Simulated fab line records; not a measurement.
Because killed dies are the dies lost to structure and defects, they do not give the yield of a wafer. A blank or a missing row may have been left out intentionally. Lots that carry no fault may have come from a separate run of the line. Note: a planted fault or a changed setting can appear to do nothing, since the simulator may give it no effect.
Matching of chambers ; flow n5_finfet ; N5_BEOL_M0_PRE_CLEAN_131 on cvd_co-01: 3 sister chambers
The step time 15 s. 33 wafers are shown with their chamber, then 12 later ones without.

== WAFERS WITH THEIR CHAMBER ==
wafer;chamber;heater_power_w (W)
L074.4;2;78
L074.5;0;69
L074.6;2;77
L076.1;2;79
L076.3;2;76
L076.5;0;71
L081.3;0;70
L081.4;1;111
L081.5;2;76
L082.2;2;77
L082.3;0;74
L082.6;1;112
L084.4;0;72
L084.5;2;78
L084.6;1;112
L085.2;1;108
L085.4;2;78
L085.5;0;70
L087.1;0;70
L087.2;2;79
L087.3;1;110
L089.1;1;110
L089.3;2;80
L089.6;0;72
L090.3;1;111
L090.4;2;78
L090.6;0;70
L091.1;1;111
L091.2;0;70
L091.6;2;77
L093.3;0;71
L093.4;2;77
L093.6;1;112

SIGNATURES, as means of the wafers listed above
reading;chamber 0;chamber 1;chamber 2;scatter within a chamber
heater_power_w;70.82;110.78;77.69;1.29
Rule: for each reading, subtract the chamber's mean from the wafer's reading, divide by that reading's scatter and square the result; add these up over the readings and take the root, which gives the wafer's distance from the chamber. If the next closest chamber is less than 2 further off than the closest, the wafer can't be placed; otherwise it belongs to the closest. The scatter: take each reading less its chamber's mean, square it, sum over the shown wafers, divide by the number of wafers less the number of chambers, and take the root.

== WAFERS WHOSE CHAMBER IS MISSING ==
wafer;heater_power_w (W)
L094.1;78
L094.4;72
L094.6;115
L095.1;71
L095.4;77
L095.5;72
L097.2;80
L097.3;71
L097.6;77
L096.3;72
L096.4;114
L096.6;80

== WHICH CHAMBER EACH ONE RAN IN ==
wafer;from the rows above;in truth
L094.1;2;2
L094.4;0;0
L094.6;1;1
L095.1;0;0
L095.4;2;2
L095.5;0;0
L097.2;2;2
L097.3;0;0
L097.6;2;2
L096.3;0;0
L096.4;1;1
L096.6;2;2
12 of 12 placed correctly. Not placeable from these rows: 0. Number placed wrongly: 0.
